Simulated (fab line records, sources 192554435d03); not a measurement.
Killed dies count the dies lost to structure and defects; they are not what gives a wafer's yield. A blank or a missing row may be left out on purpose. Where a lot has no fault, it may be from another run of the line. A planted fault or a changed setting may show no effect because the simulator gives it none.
fab line records	flow n5-finfet
record lots=5	wafers=13	last-day=21
route steps=1938 shown BEOL_M2@904 BEOL_M3@931 PASSIVATION@1936
lots that met no fault: from a run of the same line without faults
start-h: hours from the record's first day to the start of the lot's first wafer shown	wait-h: how many hours have passed since the lot's step before this one	" repeats the value in the row above	L1.1+2: a row that stands for several wafers	- either no value or no given start	* or withheld: withheld	< > ~ a bound
route shown NAME@n: NAME is a module with steps in the file, n the number in the route of the first one	usual: average and standard deviation across the fault-free wafers	same: alike in all rows	chamber/n: place in a boat	sites: readings site by site	_std_site: standard deviation of those values	_edge_site: outer sites' mean less inner sites'	radius-mm: for every site, how far away it sits from the centre of the wafer	mask NAME#n: copy n	behind: the most recent tool/chamber to have shaped the wafer	hold: why the lot went on hold/how many hours it stayed there/how the hold came to an end	device: names the non-switching transistor (n, p or np)	end of line: the same wafers' tests at the end of the route	step lacking rows: just its recipe	killed: the dies lost at the first sort to structure and to defects; this is not the yield of the wafer	map: a wafer's dies, x killed, . not, _ none there
set.NAME: setting as actually run; set.NAME@STEP: the setting as run at that earlier step	model.NAME: the simulator's own value behind a step, which no gauge read
lots seen at some steps along the route; tables by step, rows by wafer
services: the hour from which a tool's chamber was out of use, counted from the record's first day as start-h (under 0 if before that day), plus the number of hours and why
## steps
# step N5_BEOL_M2_SPUTTER_48
# recipe material=Cu	target-thk-a=45	temp-c=-20	chamber-pressure-pa=0.07	power-w=withheld	time-s=8.29
# step N5_BEOL_M2_ANNEAL_49
# recipe temp-c=400	time-s=240	ambient=vacuum
# usual heater-power-w=831/83	susceptor-temp-C=400.05/0.2
lot.wafer	tool	chamber	start-h	wait-h	heater-power-w	susceptor-temp-C
L394.1	pvd-sputter-02	-	195.84	0.0	962	399.77
L394.2	"	-	"	"	774	400.05
L394.4	"	-	"	"	780	399.96
L395.5	pvd-sputter-02	-	204.42	0.1	1036	400.09
L411.1	pvd-sputter-01	-	312.46	0.0	796	399.96
L411.5	"	-	"	"	807	400.17
L411.6	"	-	"	"	789	400.04
L412.1	pvd-sputter-01	-	315.66	0.0	834	399.80
L412.4	"	-	"	"	804	399.73
L412.6	"	-	"	"	841	399.88
L413.1	pvd-sputter-01	-	320.14	0.0	782	399.69
L413.5	"	-	"	"	796	400.19
L413.6	"	-	"	"	785	400.06
# step N5_BEOL_M2_SPUTTER_79
# recipe material=Cu	target-thk-a=45	temp-c=-20	chamber-pressure-pa=0.07	power-w=withheld	time-s=8.29
# step N5_BEOL_M2_ANNEAL_80
# recipe temp-c=400	time-s=240	ambient=vacuum
# step N5_BEOL_M2_SPUTTER_81
# recipe material=Cu	target-thk-a=45	temp-c=-20	chamber-pressure-pa=0.07	power-w=withheld	time-s=8.29
# step N5_BEOL_M2_ANNEAL_82
# recipe temp-c=400	time-s=240	ambient=vacuum
# step N5_BEOL_M2_SPUTTER_86
# recipe material=Cu	target-thk-a=45	temp-c=-20	chamber-pressure-pa=0.07	power-w=withheld	time-s=8.29
# step N5_BEOL_M2_ANNEAL_87
# recipe temp-c=400	time-s=240	ambient=vacuum
# step N5_BEOL_M2_SPUTTER_88
# recipe material=Cu	target-thk-a=45	temp-c=-20	chamber-pressure-pa=0.07	power-w=withheld	time-s=8.29
# step N5_BEOL_M2_ANNEAL_89
# recipe temp-c=400	time-s=240	ambient=vacuum
# step N5_BEOL_M2_SPUTTER_90
# recipe material=Cu	target-thk-a=45	temp-c=-20	chamber-pressure-pa=0.07	power-w=withheld	time-s=8.29
# step N5_BEOL_M2_ANNEAL_91
# recipe temp-c=400	time-s=240	ambient=vacuum
# usual heater-power-w=833/84	susceptor-temp-C=400.00/0.23
lot.wafer	tool	chamber	start-h	wait-h	heater-power-w	susceptor-temp-C
L394.1	pvd-sputter-02	-	196.94	0.0	961	399.72
L394.2	"	-	"	"	788	399.92
L394.4	"	-	"	"	779	399.81
L395.5	pvd-sputter-02	-	205.52	0.1	1006	399.99
L411.1	pvd-sputter-01	-	313.56	0.0	802	399.75
L411.5	"	-	"	"	782	400.13
L411.6	"	-	"	"	793	399.95
L412.1	pvd-sputter-01	-	316.76	0.0	851	399.73
L412.4	"	-	"	"	795	400.31
L412.6	"	-	"	"	843	399.96
L413.1	pvd-sputter-01	-	321.24	0.0	789	399.98
L413.5	"	-	"	"	797	400.22
L413.6	"	-	"	"	818	400.07
# step N5_BEOL_M2_SPUTTER_92
# recipe material=Cu	target-thk-a=45	temp-c=-20	chamber-pressure-pa=0.07	power-w=withheld	time-s=8.29
# usual susceptor-temp-C=-20.01/0.11	throttle-valve-pct=30.4/0.6
lot.wafer	tool	chamber	start-h	wait-h	susceptor-temp-C	throttle-valve-pct
L394.1	pvd-sputter-02	-	197.08	0.1	-19.86	29.6
L394.2	"	-	"	"	-20.11	30.2
L394.4	"	-	"	"	-20.09	30.9
L395.5	pvd-sputter-02	-	205.63	0.0	-19.96	30.2
L411.1	pvd-sputter-01	-	313.70	0.1	-19.96	29.8
L411.5	"	-	"	"	-20.21	29.8
L411.6	"	-	"	"	-20.00	31.0
L412.1	pvd-sputter-01	-	316.90	0.1	-19.85	30.6
L412.4	"	-	"	"	-20.06	31.1
L412.6	"	-	"	"	-19.97	30.4
L413.1	pvd-sputter-01	-	321.38	0.1	-20.10	29.8
L413.5	"	-	"	"	-20.09	29.8
L413.6	"	-	"	"	-19.93	31.0
# step N5_BEOL_M2_ANNEAL_93
# recipe temp-c=400	time-s=240	ambient=vacuum
# step N5_BEOL_M2_SPUTTER_94
# recipe material=Cu	target-thk-a=45	temp-c=-20	chamber-pressure-pa=0.07	power-w=withheld	time-s=8.29
# step N5_BEOL_M2_ANNEAL_95
# recipe temp-c=400	time-s=240	ambient=vacuum
# step N5_BEOL_M2_SPUTTER_96
# recipe material=Cu	target-thk-a=45	temp-c=-20	chamber-pressure-pa=0.07	power-w=withheld	time-s=8.29
# usual susceptor-temp-C=-20.00/0.11	throttle-valve-pct=30.4/0.61
lot.wafer	tool	chamber	start-h	wait-h	susceptor-temp-C	throttle-valve-pct
L394.1	pvd-sputter-02	-	197.52	0.1	-20.05	29.8
L394.2	"	-	"	"	-19.84	30.1
L394.4	"	-	"	"	-20.05	30.8
L395.5	pvd-sputter-02	-	206.07	0.0	-20.03	29.9
L411.1	pvd-sputter-01	-	314.14	0.1	-19.78	29.9
L411.5	"	-	"	"	-20.00	29.9
L411.6	"	-	"	"	-19.86	30.8
L412.1	pvd-sputter-01	-	317.34	0.1	-19.98	30.3
L412.4	"	-	"	"	-20.08	31.1
L412.6	"	-	"	"	-20.21	30.6
L413.1	pvd-sputter-01	-	321.82	0.1	-20.11	29.8
L413.5	"	-	"	"	-20.05	29.9
L413.6	"	-	"	"	-20.10	31.1
# step N5_BEOL_M2_ECD_50
# recipe material=Cu	target-thk-a=3000
# step N5_BEOL_M2_ANNEAL_51
# recipe temp-c=225	time-s=90	ambient=N2
# step N5_BEOL_M2_CMP_52
# recipe stop-on=SiOC	t-overpolish-s=6.8	down-force-psi=1	platen-rpm=50	clearing-platen-down-force-psi=1.5	clearing-platen-rpm=50	post-cmp-clean=cu-alkaline	target-thk-nm=40	clearing-platen-pad-velocity-m-s=0.99484	pad-velocity-m-s=0.99484
# usual barrier-field-endpoint-s=24.9/0.91	motor-current-A=6.1/0.59	overpolish-run-s=6.801/0.0091	platen-rpm=49.99/0.032	time-to-endpoint-s=64/3.9
# same t-overpolish-s=6.8
lot.wafer	tool	chamber	start-h	wait-h	barrier-field-endpoint-s	motor-current-A	overpolish-run-s	platen-rpm	time-to-endpoint-s
L394.2	cmp-02	0	198.02	0.2	24.0	6.2	6.808	50.00	62
L394.4	"	1	"	"	23.4	6.9	6.799	49.94	60
L394.1	"	2	"	"	23.4	6.2	6.800	50.01	58
L395.5	cmp-02	3	206.71	0.3	24.5	6.0	6.795	50.01	59
L411.1	cmp-01	1	314.68	0.3	24.5	6.4	6.807	49.98	57
L411.6	"	1	"	"	24.5	6.8	6.793	49.96	60
L411.5	"	2	"	"	24.4	5.4	6.799	49.97	60
L412.1	cmp-01	0	318.18	0.6	24.6	6.2	6.811	49.98	63
L412.4	"	1	"	"	24.2	7.1	6.809	50.00	57
L412.6	"	2	"	"	25.5	5.2	6.809	50.00	64
L413.1	cmp-03	3	322.35	0.3	26.5	6.5	6.785	49.98	68
L413.6	"	2	"	"	27.8	5.1	6.816	50.02	69
L413.5	"	3	"	"	26.4	6.1	6.790	49.97	67
# step N5_BEOL_M2_PRE_CLEAN_60
# recipe gas=NH3/H2	time-s=15	temp-c=*	rf-power-w=300
# step N5_BEOL_M2_CO_CAP_55
# recipe material=Co	target-thk-a=20	temp-c=200	precursor=CCTBA/H2	pressure-torr=30	time-s=102.1
# step N5_BEOL_M2_PRE_CLEAN_56
# recipe gas=NH3	time-s=15	temp-c=withheld	rf-power-w=300
# step N5_BEOL_M2_DEP_57
# recipe material=SiCN	target-thk-a=80	temp-c=withheld	precursor=3MS/NH3	pressure-torr=3	rf-w=202	time-s=14
# step N5_BEOL_M2_RS_MEAS_58
# recipe thk-meas-gauge=four-point-probe	reads=Co_of_BEOL_M2_CO_CAP_55+Cu_of_BEOL_M2_ECD_50+Co_of_BEOL_M2_CVD_47+TaN_of_BEOL_M2_ALD_84
# usual M2_RS=0.67/0.036
lot.wafer	tool	chamber	start-h	wait-h	M2_RS[ohm/sq]
L394.1	film-metro-02	-	198.63	0.0	0.69
L394.2	"	-	"	"	0.64
L394.4	"	-	"	"	0.67
L395.5	film-metro-02	-	207.08	0.0	0.71
L411.1	film-metro-02	-	315.24	0.0	0.69
L411.5	"	-	"	"	0.66
L411.6	"	-	"	"	0.71
L412.1	film-metro-01	-	318.69	0.0	0.68
L412.4	"	-	"	"	0.70
L412.6	"	-	"	"	0.67
L413.1	film-metro-01	-	322.87	0.0	0.67
L413.5	"	-	"	"	0.61
L413.6	"	-	"	"	0.66
# step N5_BEOL_M3_ILD_DEP_00
# recipe material=SiOC	target-thk-a=790	temp-c=350	precursor=DEMS/O2	pressure-torr=5	rf-w=500	time-s=15.3
# step N5_BEOL_M3_THK_MEAS_01
# recipe reads=SiOC_of_BEOL_M3_ILD_DEP_00
# usual M3_ILD_THK=78.5/1.3
lot.wafer	tool	chamber	start-h	wait-h	M3_ILD_THK[nm]
L394.1	film-metro-01	-	198.76	0.0	78.3
L394.2	"	-	"	"	76.2
L394.4	"	-	"	"	80.4
L395.5	film-metro-02	-	207.23	0.0	79.6
L411.1	film-metro-02	-	315.37	0.0	77.3
L411.5	"	-	"	"	80.5
L411.6	"	-	"	"	77.7
L412.1	film-metro-01	-	318.82	0.0	78.4
L412.4	"	-	"	"	79.7
L412.6	"	-	"	"	80.2
L413.1	film-metro-01	-	323.00	0.0	77.9
L413.5	"	-	"	"	79.4
L413.6	"	-	"	"	80.5
# step N5_BEOL_M3_PECVD_72
# recipe material=SiO2	target-thk-a=160	temp-c=400	precursor=TEOS/O2	pressure-torr=5.5	rf-w=450	teos-flow-sccm=53.8	gas=O2	flow-sccm=3000	time-s=18
# step N5_BEOL_M3_HM_DEP_02
# recipe material=TiN	target-thk-a=200	temp-c=25	chamber-pressure-pa=0.49996
# usual susceptor-temp-C=24.99/0.11	throttle-valve-pct=30.4/0.76
lot.wafer	tool	chamber	start-h	wait-h	susceptor-temp-C	throttle-valve-pct
L394.1	pvd-sputter-01	-	201.48	2.7	24.87	30.4
L394.2	"	-	"	"	25.13	30.2
L394.4	"	-	"	"	25.16	30.5
L395.5	pvd-sputter-01	-	207.51	0.2	25.07	29.9
L411.1	pvd-sputter-03	-	316.91	1.5	24.90	29.3
L411.5	"	-	"	"	25.09	30.8
L411.6	"	-	"	"	25.14	32.1
L412.1	pvd-sputter-03	-	322.39	3.5	24.99	30.7
L412.4	"	-	"	"	25.15	30.1
L412.6	"	-	"	"	25.00	30.6
L413.1	pvd-sputter-02	-	323.76	0.7	24.94	31.1
L413.5	"	-	"	"	25.00	29.6
L413.6	"	-	"	"	25.21	30.8
# step N5_BEOL_M3_COAT_61
# recipe resist=SOC	temp-c=250	time-s=60	spin-rpm=1500	resist-thk-nm=60
# step N5_BEOL_M3_COAT_62
# recipe resist=SiARC	temp-c=220	time-s=60	spin-rpm=1500	resist-thk-nm=12
# step N5_BEOL_M3_COAT_73
# recipe resist=underlayer	temp-c=205	time-s=60	spin-rpm=1500	resist-thk-nm=5
# step N5_BEOL_M3_COAT_05
# recipe resist=CAR-EUV	spin-rpm=1500	resist-thk-nm=30
# step N5_BEOL_M3_EBR_07
# recipe solvent=PGMEA	ebr-width-mm=1.5
# step N5_BEOL_M3_SOFTBAKE_06
# recipe temp-c=110	time-s=60	resist=CAR-EUV
# step N5_BEOL_M3_EXPOSE_08
# recipe mask-id=M3	na=0.33	source-shape=dipole	sigma-inner=0.369	sigma-outer=0.767	polarization=unpolarized	dose-mj=33
# step N5_BEOL_M3_PEB_09
# recipe peb-temp-c=100	peb-time-s=60	resist=CAR-EUV
# step N5_BEOL_M3_DEVELOP_10
# recipe develop-time-s=30	developer=TMAH	resist=CAR-EUV	rinse-liquid=surfactant-rinse	dry=air-spin	dev-temp-c=23
# step N5_BEOL_M3_CD_MEAS_11
# recipe target-cd-nm=17.05	landing-energy-ev=500	detector=se-inlens	polarity=opening
# usual cd-nm=17.01/0.26
lot.wafer	tool	chamber	start-h	wait-h	cd-nm
L394.1	cd-sem-01	0	201.87	-	16.95
L394.2	"	0	"	"	17.21
L394.4	"	0	"	"	17.44
L395.5	cd-sem-01	0	207.86	-	17.33
L411.1	cd-sem-01	0	317.43	-	16.83
L411.5	"	0	"	"	16.77
L411.6	"	0	"	"	17.18
L412.1	cd-sem-01	0	322.78	-	16.97
L412.4	"	0	"	"	17.25
L412.6	"	0	"	"	16.90
L413.1	cd-sem-01	0	324.28	-	16.79
L413.5	"	0	"	"	16.88
L413.6	"	0	"	"	17.08
# step N5_BEOL_M3_OVL_MEAS_12
# recipe points-per-wafer=522
# usual M3_OVL=0.0/0.69
lot.wafer	tool	chamber	start-h	wait-h	M3_OVL[nm]
L394.1	overlay-01	0	201.90	0.0	-0.5
L394.2	"	0	"	"	-1.1
L394.4	"	0	"	"	0.3
L395.5	overlay-01	0	207.91	0.0	0.5
L411.1	overlay-01	0	317.46	0.0	-1.4
L411.5	"	0	"	"	-1.3
L411.6	"	0	"	"	-0.9
L412.1	overlay-01	0	322.81	0.0	-0.9
L412.4	"	0	"	"	-0.4
L412.6	"	0	"	"	-0.1
L413.1	overlay-01	0	324.31	0.0	-0.7
L413.5	"	0	"	"	-0.8
L413.6	"	0	"	"	-1.1
# step N5_PASSIVATION_PROBE_49
# usual defect-limited-yield=91.4/1.4	killed_at_M0_to_M3=34/9.1	killed_at_M4_up=14/5.2	killed-at-contacts=12/6.4	killed-at-front-end=38/11	killed-at-other=3.7/2.8	killed-dies=102/17	killed-open=68/13	killed-short=32/7.8	sort_bin_4_leakage=0.05/0.3	sort_bin_5_function=5.1/1	sort_bin_6_memory=3.2/0.66	sort-n-pass=1076/19	sort-yield-pct=91.2/1.6
# same gross-dies=1180	killed-at-back-side=0	sort_bin_8_speed[%]=0
lot.wafer	tool	chamber	start-h	wait-h	defect-limited-yield[%]	killed_at_M0_to_M3	killed_at_M4_up	killed-at-contacts	killed-at-front-end	killed-at-other	killed-dies	killed-open	killed-short	sort_bin_4_leakage[%]	sort_bin_5_function[%]	sort_bin_6_memory[%]	sort-n-pass	sort-yield-pct[%]
L394.1	prober-01	-	359.12	0.0	91.9	38	16	17	20	4	95	61	32	0	4.1	3.7	1085	91.9
L394.2	prober-01	-	359.17	0.1	91.5	30	20	10	34	6	100	59	39	0	4.8	3.1	1080	91.5
L394.4	prober-01	-	359.27	0.2	94.3	24	11	4	27	1	67	47	20	0	3.2	2.2	1113	94.3
L395.5	prober-02	-	391.35	0.2	82.1	157	10	17	26	1	211	64	20	0.42	12.1	3.3	964	81.7
L411.1	prober-02	-	456.14	0.0	90.3	36	21	8	45	4	114	69	45	0	6.0	3.2	1066	90.3
L411.5	prober-02	-	456.34	0.2	89.7	40	5	21	51	4	121	87	34	0	6.5	3.4	1059	89.7
L411.6	prober-02	-	456.39	0.3	91.9	35	10	11	38	2	96	61	33	0	4.4	3.5	1084	91.9
L413.1	prober-02	-	478.26	0.0	90.7	39	15	13	42	1	110	80	28	0	6.1	3.1	1070	90.7
L413.5	prober-02	-	478.46	0.2	89.7	48	12	22	32	7	121	85	36	0	5.8	4.2	1059	89.7
L413.6	prober-02	-	478.51	0.3	91.9	28	17	9	28	13	95	69	24	0	5.1	3.0	1085	91.9
L412.1	prober-02	-	508.63	0.0	93.1	26	4	13	26	13	82	53	29	0	4.2	2.5	1098	93.1
L412.4	prober-02	-	508.78	0.2	90.6	26	16	5	57	7	111	67	44	0	5.4	3.5	1069	90.6
L412.6	prober-02	-	508.88	0.3	91.4	24	20	8	42	7	101	68	33	0	4.6	3.7	1079	91.4
# killed by level:class
L394.1 MOL_CONTACT_COAG:geometric-particle:open=13 BEOL_M4:geometric-particle:open=9 BEOL_M2:geometric-particle:open=8 BEOL_M0_SAQP:geometric-particle:short=7 BEOL_M3:geometric-particle:open=7 BEOL_M1:geometric-particle:open=5 STI_FIN_REVEAL:geometric-particle:open=4 MOL_CONTACT_COAG:geometric-particle:short=4
L394.2 BEOL_M4:geometric-particle:open=12 BEOL_M0_SAQP:geometric-particle:short=9 MOL_CONTACT_COAG:geometric-particle:open=9 STI_FIN_REVEAL:geometric-particle:open=8 BEOL_M0_SAQP:geometric-particle:open=8 BEOL_M0:geometric-particle:open=5 STARTING-WAFER:geometric-particle:short=5 BEOL_M4:geometric-particle:short=4
L394.4 STI_FIN_REVEAL:geometric-particle:open=12 BEOL_M4:geometric-particle:open=8 BEOL_M0_SAQP:geometric-particle:open=6 BEOL_M0_SAQP:geometric-particle:short=6 BEOL_M2:geometric-particle:open=5 DUMMY_GATE:geometric-particle:open=4 MOL_CONTACT_COAG:geometric-particle:open=3 STARTING-WAFER:geometric-particle:short=3
L395.5 BEOL_M2:unspecified=126 MOL_CONTACT_COAG:geometric-particle:open=15 BEOL_M2:geometric-particle:open=12 STI_FIN_REVEAL:geometric-particle:open=10 BEOL_M3:geometric-particle:open=8 FIN_SAQP:geometric-particle:open=4 BEOL_M5:geometric-particle:open=4 BEOL_M3:geometric-particle:short=3
L411.1 FIN_SAQP:geometric-particle:short=19 BEOL_M2:geometric-particle:open=16 FIN_SAQP:geometric-particle:open=10 MOL_CONTACT_COAG:geometric-particle:open=7 BEOL_M4:geometric-particle:open=5 BEOL_M0:geometric-particle:open=4 BEOL_M3:geometric-particle:open=4 BEOL_M7:geometric-particle:open=4
L411.5 FIN_SAQP:geometric-particle:open=19 MOL_CONTACT_COAG:geometric-particle:open=17 STI_FIN_REVEAL:geometric-particle:open=12 BEOL_M2:geometric-particle:open=7 BEOL_M3:geometric-particle:open=7 BEOL_M0_SAQP:geometric-particle:short=7 BEOL_M0:geometric-particle:open=7 FIN_SAQP:geometric-particle:short=5
L411.6 BEOL_M2:geometric-particle:open=13 STI_FIN_REVEAL:geometric-particle:open=10 FIN_SAQP:geometric-particle:open=9 FIN_SAQP:geometric-particle:short=7 MOL_CONTACT_COAG:geometric-particle:open=7 STARTING-WAFER:geometric-particle:short=5 BEOL_M0_SAQP:geometric-particle:short=5 MOL_CONTACT_COAG:geometric-particle:short=4
L413.1 STI_FIN_REVEAL:geometric-particle:open=17 MOL_CONTACT_COAG:geometric-particle:open=11 BEOL_M0_SAQP:geometric-particle:open=10 BEOL_M4:geometric-particle:open=8 BEOL_M2:geometric-particle:open=7 BEOL_M0_SAQP:geometric-particle:short=6 BEOL_M3:geometric-particle:open=6 FIN_SAQP:geometric-particle:open=5
L413.5 MOL_CONTACT_COAG:geometric-particle:open=18 STI_FIN_REVEAL:geometric-particle:open=12 BEOL_M0_SAQP:geometric-particle:open=12 BEOL_M0_SAQP:geometric-particle:short=11 BEOL_M2:geometric-particle:open=10 BEOL_M1:geometric-particle:open=8 BEOL_M4:geometric-particle:open=5 MOL_CONTACT_COAG:geometric-particle:short=4
L413.6 BEOL_M2:geometric-particle:open=12 STI_FIN_REVEAL:geometric-particle:open=10 MOL_CONTACT_COAG:geometric-particle:open=8 BEOL_M4:geometric-particle:open=6 MIM_TOP_ETCH:geometric-particle:open=5 FIN_SAQP:geometric-particle:open=4 BEOL_M0_SAQP:geometric-particle:short=4 BEOL_M3:geometric-particle:open=4
L412.1 MOL_CONTACT_COAG:geometric-particle:open=8 PAD_METAL:geometric-particle:open=7 DUMMY_GATE:geometric-particle:open=6 BEOL_M0_SAQP:geometric-particle:short=6 PAD_METAL:geometric-particle:short=6 FIN_SAQP:geometric-particle:open=5 MOL_CONTACT_COAG:geometric-particle:short=5 BEOL_M0_SAQP:geometric-particle:open=4
L412.4 DUMMY_GATE:geometric-particle:open=12 GATE_CUT:geometric-particle:short=9 FIN_SAQP:geometric-particle:short=8 BEOL_M3:geometric-particle:open=8 FIN_SAQP:geometric-particle:open=5 STI_FIN_REVEAL:geometric-particle:open=5 BEOL_M1:geometric-particle:open=5 BEOL_M5:geometric-particle:open=5
L412.6 FIN_SAQP:geometric-particle:open=12 BEOL_M4:geometric-particle:open=9 FIN_SAQP:geometric-particle:short=8 DUMMY_GATE:geometric-particle:open=7 BEOL_M5:geometric-particle:open=6 BEOL_M3:geometric-particle:open=6 MOL_CONTACT_COAG:geometric-particle:open=5 BEOL_M0_SAQP:geometric-particle:short=5
# map L395.5 (x killed, . not)
_________________..x......x..________________
______________.x.x.....xx....x.x_____________
___________.x.x..xx.x.xx...........__________
__________x...x..xxxxxxxxxx.x..x..x._________
________...xxx.xxxxxxxxxx.x.....x....._______
_______......xxxxxxxxxxxxxxx......x....______
______.......xxxxxxxxxxxxx.......x.x...._____
_____.......xx.xxxxxxxxxx.x.x............____
____.......xx..xxxxxxxxxxxx........x.....x___
___.........xx.xxxxxxxxxxxx.....x..........__
___x........x..xxxxxxxxxxx............x....__
__x..........xx.xxx.xxxxxx.................._
__.x.........x..x.xxxx.xx..................._
_...x..........x............................x
_.......................................x..x.
_.........................x..................
_.........................................x..
_...............x...............x....x.......
_.x...x................x.....................
_.........x..x..xx........x..................
_............x.............x..xx...........x.
__......x.......x...................x......._
__.........................................._
___..x..x............x...xxx...x...........__
___......x.x.....................x.........__
____.....x.......x....................x..x___
_____...xx........x.............x........____
______...x......................x......._____
_______x...........................x.x.______
________x.............x..............._______
__________......................x..._________
___________.....x..................__________
______________.................._____________
_________________....xx......________________
# map L394.2 (x killed, . not)
_________________............________________
______________x....x.......x...._____________
___________......x..x........x.....__________
__________.............x.....x.....x_________
________........x...x................._______
_______......x...........x.............______
______...................x.............._____
_____...........................x.x.....x____
____................x....x................___
___...x..........x...................x....x__
___.....x.........................x.....x..__
__....................................x....._
__.x....................x......x.x.......xx._
_..x........................x................
_...x........................................
_.x......................x.x.....x.x.........
_.........................x.....x............
_..xx............x....x......................
_..x...x.........x..x....xx...x.....x......x.
_........x........x..........................
_.x.x....x.........x........x....x......x....
__...........x.....x........x..............x_
__.......................x..............x..._
___..........x................x............__
___...x.....x........x...........x.x.......__
____..x.x................x........x....x..___
_____x...x....x..................x.......____
______..x..........................x...._____
_______...............................x______
________.........................x...._______
__________...x....x.....x.....x....._________
___________.....x...............x..__________
______________.......x........x._____________
_________________.....x......________________
## services
tool	chamber	start-h	hours	kind
pvd-sputter-03	-	175.65	1.1	repair
pvd-sputter-02	-	184.70	1.4	repair
cmp-01	-	204.95	3.9	pm
cmp-01	-	213.82	3.0	pm
cmp-02	-	227.89	4.8	pm
cmp-01	-	228.36	0.2	repair
cmp-01	-	251.22	4.1	repair
cmp-02	-	278.14	6.8	pm
cmp-03	-	278.64	4.0	pm
cmp-03	-	282.64	-	consumable-replace:conditioner
cmp-03	-	282.64	-	consumable-replace:pad
cmp-01	-	286.09	2.0	repair
cmp-02	-	316.58	2.1	repair
## key
first-sign step=N5_PASSIVATION_PROBE_49	reading=killed_at_M0_to_M3	direction=up	sigmas=13	usual=34	struck=157
effect step=N5_PASSIVATION_PROBE_49	reading=defect-limited-yield	direction=down	sigmas=6.5	usual=91.4	struck=82.1
more-kills-born-at N5_BEOL_M2_SPUTTER_92@pvd-sputter-02=126
met-at N5_BEOL_M2_SPUTTER_92
struck-wafers L395.5
also-fits N5_BEOL_M2_ANNEAL_49:pvd-sputter-02,N5_BEOL_M2_ANNEAL_91:pvd-sputter-02,N5_BEOL_M2_SPUTTER_96:pvd-sputter-02,N5_BEOL_M2_CMP_52:cmp-02
earlier-fault kind=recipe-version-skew	tool=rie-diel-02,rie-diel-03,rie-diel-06	chamber=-	onset-h=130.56	steps=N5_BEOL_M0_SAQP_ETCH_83	wrong-recipe.time-s=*
fault kind=chamber-particle-source	tool=pvd-sputter-02	chamber=-	onset-h=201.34	steps=N5_BEOL_M2_SPUTTER_92	rate-per-visit-cm2=0.9451	scope=struck-wafers-only
